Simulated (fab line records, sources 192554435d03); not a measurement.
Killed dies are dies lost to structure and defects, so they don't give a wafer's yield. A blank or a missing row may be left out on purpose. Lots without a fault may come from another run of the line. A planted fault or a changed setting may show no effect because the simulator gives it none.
fab line records | flow n5_finfet
record lots=4 wafers=10 last_day=17
route steps=1938 shown BEOL_M4@1099 BEOL_M5@1112 BEOL_M11@1554 PASSIVATION@1936
lots that met no fault: from a run of the same line without faults
start_h: hours from the record's first day to the start of the lot's first wafer shown | wait_h: hours since the lot's step before | " the same as in the row above | L1.1+2: a row that stands for several wafers | - no value, or no start given | * or withheld: withheld | < > ~ a bound
route shown NAME@n: a module of which the file shows steps, and the number in the route of the first | usual: mean/standard deviation of fault-free wafers | same: alike in all rows | chamber/n: place in a boat | sites: the reading at each site | _std_site: their standard deviation | _edge_site: outer sites' mean less inner sites' | radius_mm: how far each site lies from the wafer's centre | mask NAME#n: copy n | behind: the tool/chamber that last shaped the wafer | hold: why the lot was held/for how many hours/how that ended | device: the transistor (n, p or np) that didn't switch | end of line: the same wafers' tests at the end of the route | a step without rows: its recipe alone | killed: dies lost to structure and defects at the first sort, not the wafer's yield | map: a wafer's dies, x killed, . not, _ none there
set.NAME: the setting as run; set.NAME@STEP: as run at that earlier step | model.NAME: the simulator's own value behind a step, which no gauge read
lots at some steps of the route; a table a step, a row a wafer
services: from which hour (start_h, from the record's first day; less than 0 if before it) a tool's chamber was out of use, for how many hours, and why
## steps
# step N5_BEOL_M4_ANNEAL_95
# recipe temp_c=400 time_s=240 ambient=vacuum
# step N5_BEOL_M4_SPUTTER_96
# recipe material=Cu target_thk_a=45 temp_c=-20 chamber_pressure_pa=0.07 power_w=withheld time_s=8.29
# step N5_BEOL_M4_ECD_50
# recipe material=Cu target_thk_a=3000
# step N5_BEOL_M4_ANNEAL_51
# recipe temp_c=225 time_s=90 ambient=N2
# step N5_BEOL_M4_CMP_52
# recipe stop_on=SiOC t_overpolish_s=6.8 down_force_psi=1 platen_rpm=50 clearing_platen_down_force_psi=1.5 clearing_platen_rpm=50 post_cmp_clean=cu_alkaline target_thk_nm=40 clearing_platen_pad_velocity_m_s=0.99484 pad_velocity_m_s=0.99484
# step N5_BEOL_M4_PRE_CLEAN_60
# recipe gas=NH3/H2 time_s=15 temp_c=* rf_power_w=300
# step N5_BEOL_M4_CO_CAP_55
# recipe material=Co target_thk_a=20 temp_c=200 precursor=CCTBA/H2 pressure_torr=30 time_s=102.1
# step N5_BEOL_M4_PRE_CLEAN_56
# recipe gas=NH3 time_s=15 temp_c=withheld rf_power_w=300
# step N5_BEOL_M4_DEP_57
# recipe material=SiCN target_thk_a=80 temp_c=withheld precursor=3MS/NH3 pressure_torr=3 rf_w=202 time_s=14
# step N5_BEOL_M4_RC_MEAS_101
# usual DIBL_N=36.6/1.1 DIBL_P=36.8/1.6 IOFF_N=0.169/0.024 IOFF_P=0.206/0.028 ION_N=679/9.2 ION_P=462/7 SS_N=71.6/0.57 SS_P=73.3/0.57 VT_N=248.8/2.4 VT_P=-251/3
# columns lot.wafer tool chamber start_h wait_h DIBL_N[mV/V] DIBL_P[mV/V] IOFF_N[nA/um] IOFF_P[nA/um] ION_N[uA/um] ION_P[uA/um] SS_N[mV/dec] SS_P[mV/dec] VT_N[mV] VT_P[mV]
L581.2 prober-01 0 229.93 0.2 36.7 36.2 0.176 0.206 669 457 72.6 74.2 249.5 -252
L581.3 " 0 " " 36.6 35.5 0.171 0.198 659 450 72.5 74.4 250.7 -251
L581.6 " 0 " " 36.3 35.2 0.162 0.196 662 456 71.6 72.9 248.9 -252
L590.2 prober-01 0 299.60 0.2 36.7 35.5 0.159 0.191 670 457 71.9 72.8 248.9 -254
L590.4 " 0 " " 36.4 35.5 0.156 0.193 673 454 70.8 72.6 251.5 -253
L591.1 prober-02 0 299.70 0.0 35.9 35.0 0.155 0.153 684 452 71.2 73.8 250.7 -258
L591.5 " 0 " " 36.9 36.4 0.164 0.167 680 448 72.1 73.6 250.2 -260
L591.6 " 0 " " 37.3 37.0 0.183 0.181 683 455 71.7 73.0 248.9 -257
L593.4 prober-02 0 307.21 0.5 36.9 36.0 0.172 0.234 684 468 72.2 72.9 246.8 -248
L593.5 " 0 " " 34.7 34.1 0.139 0.202 683 462 71.3 72.2 248.3 -247
# step N5_BEOL_M5_ILD_DEP_00
# recipe material=SiCOH_lowk target_thk_a=1406.4 temp_c=300 precursor=DEMS/porogen pressure_torr=5 rf_w=500 time_s=25.9
# step N5_BEOL_M5_CURE_79
# recipe temp_c=385 time_s=240 ambient=He/Ar material=SiCOH_lowk
# step N5_BEOL_M5_PECVD_70
# recipe material=SiO2 target_thk_a=160 temp_c=400 precursor=TEOS/O2 pressure_torr=5.5 rf_w=450 teos_flow_sccm=53.8 gas=O2 flow_sccm=3000 time_s=18
# step N5_BEOL_M5_HM_DEP_02
# recipe material=TiN target_thk_a=200 temp_c=25 chamber_pressure_pa=0.49996
# step N5_BEOL_M5_COAT_59
# recipe resist=SOC temp_c=250 time_s=60 spin_rpm=1500 resist_thk_nm=60
# step N5_BEOL_M5_COAT_60
# recipe resist=SiARC temp_c=220 time_s=60 spin_rpm=1500 resist_thk_nm=12
# step N5_BEOL_M5_COAT_71
# recipe resist=underlayer temp_c=205 time_s=60 spin_rpm=1500 resist_thk_nm=5
# step N5_BEOL_M5_COAT_05
# recipe resist=CAR-EUV spin_rpm=1500 resist_thk_nm=30
# step N5_BEOL_M5_EBR_07
# recipe solvent=PGMEA ebr_width_mm=1.5
# step N5_BEOL_M5_SOFTBAKE_06
# recipe temp_c=110 time_s=60 resist=CAR-EUV
# step N5_BEOL_M5_EXPOSE_08
# recipe mask_id=M5 na=0.33 source_shape=annular sigma_inner=0.4 sigma_outer=0.8 polarization=unpolarized target_cd_nm=28 dose_mj=35.75
# step N5_BEOL_M5_PEB_09
# recipe peb_temp_c=100 peb_time_s=60 resist=CAR-EUV
# step N5_BEOL_M5_DEVELOP_10
# recipe develop_time_s=30 developer=TMAH resist=CAR-EUV rinse_liquid=surfactant_rinse dry=air_spin dev_temp_c=23
# step N5_BEOL_M5_DESCUM_16
# recipe chemistry=O2 time_s=7 source_power_w=50 bias_power_w=20 pressure_mtorr=20 rf_frequency_hz=2.712e+07 temp_c=40 resist=CAR-EUV o2_flow_sccm=225
# step N5_BEOL_M5_ETCH_72
# recipe chemistry=N2/H2 target=underlayer target_depth_a=65 mask_material=CAR-EUV time_s=5.2 ion_energy_ev=200 pressure_mtorr=30 source_w=840 bias_w=150 n2_flow_sccm=200 h2_flow_sccm=200 ends=cleared
# step N5_BEOL_M5_ETCH_61
# recipe chemistry=CF4 target=SiARC target_depth_a=156 mask_material=CAR-EUV time_s=26 ion_energy_ev=80 pressure_mtorr=40 source_w=545 bias_w=36 Ar_flow_sccm=100 cf4_flow_sccm=100 ends=cleared
# step N5_BEOL_M5_ETCH_62
# recipe chemistry=N2/H2 target=SOC target_depth_a=750 overetch_a=150 mask_material=SiARC temp_c=40 time_s=112.5 ion_energy_ev=200 pressure_mtorr=30 source_w=840 bias_w=150 n2_flow_sccm=200 h2_flow_sccm=200
# step N5_BEOL_M5_STRIP_63
# recipe chemistry=N2/H2 temp_c=40 n2_flow_sccm=200 h2_flow_sccm=200 rf_frequency_hz=6e+07
# step N5_BEOL_M5_STRIP_73
# recipe chemistry=N2/H2 temp_c=40 n2_flow_sccm=200 h2_flow_sccm=200 rf_frequency_hz=6e+07
# step N5_BEOL_M5_STRIP_64
# recipe chemistry=CF4 resist=SiARC power_w=300 bias_power_w=75 pressure_mtorr=50 cf4_flow_sccm=150 rf_frequency_hz=6e+07
# step N5_BEOL_M5_HM_OPEN_17
# recipe chemistry=Cl2/BCl3 target_depth_a=200 overetch_a=60 target=TiN mask_material=SOC ion_energy_ev=150 pressure_mtorr=10 icp_w=1000 bias_w=126 Cl2_flow_sccm=53.25 bcl3_flow_sccm=21.75 Ar_flow_sccm=25
# step N5_BEOL_M5_STRIP_19
# recipe chemistry=O2 power_w=400 temp_c=40 pressure_mtorr=30 rf_frequency_hz=6e+07 bias_power_w=0 overash_fraction=0.2 o2_flow_sccm=225
# step N5_BEOL_M5_COAT_65
# recipe resist=SOC temp_c=250 time_s=60 spin_rpm=1500 resist_thk_nm=60
# step N5_BEOL_M5_COAT_66
# recipe resist=SiARC temp_c=220 time_s=60 spin_rpm=1500 resist_thk_nm=12
# step N5_BEOL_M11_ETCH_62
# recipe chemistry=N2/H2 target=SOC target_depth_a=1100 overetch_a=220 mask_material=SiARC temp_c=40 time_s=165 ion_energy_ev=200 pressure_mtorr=30 source_w=840 bias_w=150 n2_flow_sccm=200 h2_flow_sccm=200
# usual drypump_motor_current_A=5.8/0.53 oes_product_au=0.68/0.067 rf_vpp_V=523.1/2.2 showerhead_plenum_p_Torr=2.52/0.075 throttle_valve_pct=17.68/0.18
# columns lot.wafer tool chamber start_h wait_h drypump_motor_current_A oes_product_au rf_hours_counter_h rf_vpp_V showerhead_plenum_p_Torr throttle_valve_pct model.etch.depth_nm model.SiARC_of_BEOL_M11_COAT_60.thk_nm model.BEOL_M11.cd_offset_nm
L581.2 rie_diel-06 2 295.81 0.0 6.6 0.81 8 524.4 2.49 17.65 99.82 23.4 -0.6
L581.3 " 3 " " 5.8 0.65 141 521.9 2.44 17.99 99.76 23.6 -0.8
L581.6 " 2 " " 6.6 0.81 - 522.5 2.49 17.64 100.2 23.6 -0.6
L590.2 rie_diel-06 3 363.16 0.0 5.8 0.52 163 520.5 2.43 18.00 66.41 26.8 -2
L590.4 " 2 " " 6.6 0.63 30 522.5 2.48 17.66 67.99 26.6 -1.2
L591.1 rie_diel-02 0 364.61 0.0 5.8 0.65 147 524.1 2.54 17.46 100.1 23.6 -0.2
L591.5 " 3 " " 4.7 0.65 - 520.8 2.45 17.62 99.92 23.4 -0.2
L591.6 " 0 " " 5.7 0.65 - 522.3 2.54 17.41 100.2 23.6 -0.8
L593.4 rie_diel-06 2 365.02 0.0 6.6 0.63 31 522.2 2.48 17.64 67.68 26.8 -1
L593.5 " 0 " " 6.2 0.77 - 521.4 2.50 17.43 99.89 23.4 0
# step N5_BEOL_M11_HM_OPEN_17
# recipe chemistry=Cl2/BCl3 target_depth_a=200 overetch_a=60 target=TiN mask_material=SOC ion_energy_ev=150 pressure_mtorr=10 icp_w=1000 bias_w=126 Cl2_flow_sccm=53.25 bcl3_flow_sccm=21.75 Ar_flow_sccm=25
# usual drypump_motor_current_A=5.7/0.4 oes_product_au=0.67/0.07 throttle_valve_pct=22.10/0.15
# columns lot.wafer tool chamber start_h wait_h drypump_motor_current_A oes_product_au rf_hours_counter_h throttle_valve_pct model.BEOL_M11.cd_offset_nm
L581.2 rie_metal-01 0 296.00 0.0 5.6 0.74 15 22.12 -0.6
L581.3 " 1 " " 6.2 0.78 - 21.88 -0.8
L581.6 " 0 " " 5.6 0.74 - 22.10 -0.4
L590.2 rie_metal-03 0 363.34 0.0 4.9 0.28 54 23.06 -2
L590.4 " 1 " " 5.8 0.28 - 22.70 -1.2
L591.1 rie_metal-01 0 364.80 0.0 5.5 0.71 22 22.15 -0.2
L591.5 " 1 " " 6.2 0.75 - 21.91 -0.2
L591.6 " 0 " " 5.5 0.71 - 22.14 -0.8
L593.4 rie_metal-01 0 365.24 0.1 5.6 0.31 - 22.79 -1
L593.5 " 0 " " 5.6 0.72 - 22.13 0
# step N5_BEOL_M11_CD_MEAS_18
# recipe pitch_nm=140 target_cd_nm=70
# usual cd_nm=70.0/0.52
# columns lot.wafer tool chamber start_h wait_h cd_nm
L581.2 cd_sem-02 - 296.18 0.1 69.3
L581.3 " - " " 69.4
L581.6 " - " " 69.6
L590.2 cd_sem-03 - 363.52 0.1 -
L590.4 " - " " -
L591.1 cd_sem-01 - 365.04 0.1 70.0
L591.5 " - " " 70.0
L591.6 " - " " 68.9
L593.4 cd_sem-02 - 365.42 0.1 -
L593.5 " - " " 70.0
# step N5_BEOL_M11_VIA_ETCH_34
# recipe chemistry=C4F6/O2 target=SiCOH_lowk target_depth_a=1845 mask_material=SOC taper_deg=4 time_s=69.2 ion_energy_ev=250 pressure_mtorr=30 source_w=345 bias_w=185 Ar_flow_sccm=300 C4F6_flow_sccm=10 O2_flow_sccm=10
# usual drypump_motor_current_A=5.8/0.56 oes_product_au=0.80/0.078 rf_vpp_V=667/6.8 showerhead_plenum_p_Torr=2.82/0.084 throttle_valve_pct=20.78/0.2
# columns lot.wafer tool chamber start_h wait_h drypump_motor_current_A oes_product_au rf_hours_counter_h rf_vpp_V showerhead_plenum_p_Torr throttle_valve_pct
L581.2 rie_diel-06 0 298.69 0.0 6.2 0.97 4 657 2.81 20.42
L581.3 " 3 " " 5.8 0.76 141 663 2.74 21.10
L581.6 " 0 " " 6.2 0.97 - 656 2.81 20.42
L590.2 rie_diel-06 3 364.68 0.0 5.8 0.28 164 664 2.73 20.98
L590.4 " 2 " " 6.6 0.35 31 661 2.78 20.63
L591.1 rie_diel-06 0 366.73 0.0 6.2 0.92 21 655 2.80 20.46
L591.5 " 2 " " 6.6 0.90 - 662 2.78 20.79
L591.6 " 1 " " 5.2 0.76 - 671 2.73 20.89
L593.4 rie_diel-06 0 367.27 0.0 6.2 0.34 21 656 2.80 20.26
L593.5 " 0 " " 6.2 0.93 - 657 2.80 20.46
# step N5_BEOL_M11_OCD_MEAS_38
# usual trench_depth_nm=148.2/2.3
# columns lot.wafer tool chamber start_h wait_h trench_depth_nm
L581.2 ocd-01 - 298.98 - 150.3
L581.3 " - " " 145.1
L581.6 " - " " 151.6
L590.2 ocd-01 - 364.96 - -
L590.4 " - " " -
L591.1 ocd-02 - 367.01 - 152.6
L591.5 " - " " 150.1
L591.6 " - " " 148.7
L593.4 ocd-01 - 367.56 - -
L593.5 " - " " 152.8
# step N5_PASSIVATION_PROBE_49
# usual defect_limited_yield=91.1/1.5 killed_at_M0_to_M3=36/11 killed_at_M4_up=14/5.6 killed_at_contacts=11/5.6 killed_at_front_end=40/12 killed_at_other=4/3.2 killed_dies=105/17 killed_on_rim=14/3.4 killed_open=69/12 killed_short=34/8.4 sort_bin_5_function=5.2/0.95 sort_bin_6_memory=3.3/0.63 sort_n_pass=1075/17 sort_yield_pct=91.1/1.5
# same gross_dies=1180 killed_at_back_side=0 sort_bin_4_leakage[%]=0 sort_bin_8_speed[%]=0
# columns lot.wafer tool chamber start_h wait_h defect_limited_yield[%] killed_at_M0_to_M3 killed_at_M4_up killed_at_contacts killed_at_front_end killed_at_other killed_dies killed_on_rim killed_open killed_short sort_bin_5_function[%] sort_bin_6_memory[%] sort_n_pass sort_yield_pct[%]
L590.2 prober-02 - 409.90 0.1 0 39 1078 8 51 4 1180 152 92 28 96.5 3.1 0 0
L590.4 prober-02 - 410.00 0.2 0 26 1097 16 37 4 1180 152 76 25 96.8 3.0 0 0
L593.4 prober-02 - 413.26 0.2 0 30 1112 7 27 4 1180 152 48 27 97.4 2.4 0 0
# killed by level:class
L590.2 BEOL_M11:area_etch=1060 STI_FIN_REVEAL:geometric_particle:open=23 BEOL_M3:geometric_particle:open=17 FIN_SAQP:geometric_particle:short=8 FIN_SAQP:geometric_particle:open=7 MOL_CONTACT_COAG:geometric_particle:open=7 BEOL_M4:geometric_particle:open=6 BEOL_M2:geometric_particle:open=5
L590.4 BEOL_M11:area_etch=1079 MOL_CONTACT_COAG:geometric_particle:open=15 STI_FIN_REVEAL:geometric_particle:open=13 BEOL_M2:geometric_particle:open=9 BEOL_M4:geometric_particle:open=9 GATE_CUT:geometric_particle:open=8 BEOL_M0_SAQP:geometric_particle:open=5 GATE_CUT:geometric_particle:short=4
L593.4 BEOL_M11:area_etch=1104 BEOL_M1:geometric_particle:open=9 FIN_SAQP:geometric_particle:open=6 BEOL_M0_SAQP:geometric_particle:short=6 GATE_CUT:geometric_particle:open=4 MOL_CONTACT_COAG:geometric_particle:open=4 BEOL_M0_SAQP:geometric_particle:open=4 STI_FIN_REVEAL:geometric_particle:open=3
# map L590.2 (x killed, . not)
_________________xxxxxxxxxxxx________________
______________xxxxxxxxxxxxxxxxxx_____________
___________xxxxxxxxxxxxxxxxxxxxxxxx__________
__________xxxxxxxxxxxxxxxxxxxxxxxxxx_________
________xxxxxxxxxxxxxxxxxxxxxxxxxxxxxx_______
_______xxxxxxxxxxxxxxxxxxxxxxxxxxxxxxxx______
______xxxxxxxxxxxxxxxxxxxxxxxxxxxxxxxxxx_____
_____xxxxxxxxxxxxxxxxxxxxxxxxxxxxxxxxxxxx____
____xxxxxxxxxxxxxxxxxxxxxxxxxxxxxxxxxxxxxx___
___xxxxxxxxxxxxxxxxxxxxxxxxxxxxxxxxxxxxxxxx__
___xxxxxxxxxxxxxxxxxxxxxxxxxxxxxxxxxxxxxxxx__
__xxxxxxxxxxxxxxxxxxxxxxxxxxxxxxxxxxxxxxxxxx_
__xxxxxxxxxxxxxxxxxxxxxxxxxxxxxxxxxxxxxxxxxx_
_xxxxxxxxxxxxxxxxxxxxxxxxxxxxxxxxxxxxxxxxxxxx
_xxxxxxxxxxxxxxxxxxxxxxxxxxxxxxxxxxxxxxxxxxxx
_xxxxxxxxxxxxxxxxxxxxxxxxxxxxxxxxxxxxxxxxxxxx
_xxxxxxxxxxxxxxxxxxxxxxxxxxxxxxxxxxxxxxxxxxxx
_xxxxxxxxxxxxxxxxxxxxxxxxxxxxxxxxxxxxxxxxxxxx
_xxxxxxxxxxxxxxxxxxxxxxxxxxxxxxxxxxxxxxxxxxxx
_xxxxxxxxxxxxxxxxxxxxxxxxxxxxxxxxxxxxxxxxxxxx
_xxxxxxxxxxxxxxxxxxxxxxxxxxxxxxxxxxxxxxxxxxxx
__xxxxxxxxxxxxxxxxxxxxxxxxxxxxxxxxxxxxxxxxxx_
__xxxxxxxxxxxxxxxxxxxxxxxxxxxxxxxxxxxxxxxxxx_
___xxxxxxxxxxxxxxxxxxxxxxxxxxxxxxxxxxxxxxxx__
___xxxxxxxxxxxxxxxxxxxxxxxxxxxxxxxxxxxxxxxx__
____xxxxxxxxxxxxxxxxxxxxxxxxxxxxxxxxxxxxxx___
_____xxxxxxxxxxxxxxxxxxxxxxxxxxxxxxxxxxxx____
______xxxxxxxxxxxxxxxxxxxxxxxxxxxxxxxxxx_____
_______xxxxxxxxxxxxxxxxxxxxxxxxxxxxxxxx______
________xxxxxxxxxxxxxxxxxxxxxxxxxxxxxx_______
__________xxxxxxxxxxxxxxxxxxxxxxxxxx_________
___________xxxxxxxxxxxxxxxxxxxxxxxx__________
______________xxxxxxxxxxxxxxxxxx_____________
_________________xxxxxxxxxxxx________________
# map L593.4 (x killed, . not)
_________________xxxxxxxxxxxx________________
______________xxxxxxxxxxxxxxxxxx_____________
___________xxxxxxxxxxxxxxxxxxxxxxxx__________
__________xxxxxxxxxxxxxxxxxxxxxxxxxx_________
________xxxxxxxxxxxxxxxxxxxxxxxxxxxxxx_______
_______xxxxxxxxxxxxxxxxxxxxxxxxxxxxxxxx______
______xxxxxxxxxxxxxxxxxxxxxxxxxxxxxxxxxx_____
_____xxxxxxxxxxxxxxxxxxxxxxxxxxxxxxxxxxxx____
____xxxxxxxxxxxxxxxxxxxxxxxxxxxxxxxxxxxxxx___
___xxxxxxxxxxxxxxxxxxxxxxxxxxxxxxxxxxxxxxxx__
___xxxxxxxxxxxxxxxxxxxxxxxxxxxxxxxxxxxxxxxx__
__xxxxxxxxxxxxxxxxxxxxxxxxxxxxxxxxxxxxxxxxxx_
__xxxxxxxxxxxxxxxxxxxxxxxxxxxxxxxxxxxxxxxxxx_
_xxxxxxxxxxxxxxxxxxxxxxxxxxxxxxxxxxxxxxxxxxxx
_xxxxxxxxxxxxxxxxxxxxxxxxxxxxxxxxxxxxxxxxxxxx
_xxxxxxxxxxxxxxxxxxxxxxxxxxxxxxxxxxxxxxxxxxxx
_xxxxxxxxxxxxxxxxxxxxxxxxxxxxxxxxxxxxxxxxxxxx
_xxxxxxxxxxxxxxxxxxxxxxxxxxxxxxxxxxxxxxxxxxxx
_xxxxxxxxxxxxxxxxxxxxxxxxxxxxxxxxxxxxxxxxxxxx
_xxxxxxxxxxxxxxxxxxxxxxxxxxxxxxxxxxxxxxxxxxxx
_xxxxxxxxxxxxxxxxxxxxxxxxxxxxxxxxxxxxxxxxxxxx
__xxxxxxxxxxxxxxxxxxxxxxxxxxxxxxxxxxxxxxxxxx_
__xxxxxxxxxxxxxxxxxxxxxxxxxxxxxxxxxxxxxxxxxx_
___xxxxxxxxxxxxxxxxxxxxxxxxxxxxxxxxxxxxxxxx__
___xxxxxxxxxxxxxxxxxxxxxxxxxxxxxxxxxxxxxxxx__
____xxxxxxxxxxxxxxxxxxxxxxxxxxxxxxxxxxxxxx___
_____xxxxxxxxxxxxxxxxxxxxxxxxxxxxxxxxxxxx____
______xxxxxxxxxxxxxxxxxxxxxxxxxxxxxxxxxx_____
_______xxxxxxxxxxxxxxxxxxxxxxxxxxxxxxxx______
________xxxxxxxxxxxxxxxxxxxxxxxxxxxxxx_______
__________xxxxxxxxxxxxxxxxxxxxxxxxxx_________
___________xxxxxxxxxxxxxxxxxxxxxxxx__________
______________xxxxxxxxxxxxxxxxxx_____________
_________________xxxxxxxxxxxx________________
## services
# columns tool chamber start_h hours kind
rie_metal-01 - 272.06 14.6 pm
rie_metal-03 - 304.74 1.1 repair
rie_diel-02 - 306.21 0.9 repair
rie_diel-06 0 313.92 13.7 repair
## key
first_sign step=N5_BEOL_M11_HM_OPEN_17 reading=oes_product_au direction=down sigmas=5.5 usual=0.67 struck=0.29
effect step=N5_BEOL_M11_CD_MEAS_18 reading=cd_nm direction=missing
effect step=N5_BEOL_M11_VIA_ETCH_34 reading=oes_product_au direction=down sigmas=6.2 usual=0.80 struck=0.32
effect step=N5_BEOL_M11_OCD_MEAS_38 reading=trench_depth_nm direction=missing
effect step=N5_PASSIVATION_PROBE_49 reading=killed_at_M4_up direction=up sigmas=99+ usual=14 struck=1096
model_effect step=N5_BEOL_M11_ETCH_62 value=etch.depth_nm without=99.97 struck=67.36
model_effect step=N5_BEOL_M11_HM_OPEN_17 value=BEOL_M11.cd_offset_nm without=0.2 struck=-1.4
more_kills_born_at N5_BEOL_M11_ETCH_62@rie_diel-06=3243
met_at N5_BEOL_M11_ETCH_62
struck_wafers L590.2,L590.4,L593.4
later_rows_left_out L590.2,L590.4,L593.4
onset_between 295.81 363.16
fault kind=process_parameter_drift tool=rie_diel-06 chamber=- onset_h=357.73 steps=N5_BEOL_M11_ETCH_62 channel=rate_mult offset=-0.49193 shape=step end_h=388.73 scope=struck_wafers_only
# later_rows_left_out: the simulator's readings of these wafers behind a module that went badly wrong aren't trusted and aren't shown, but for the sort
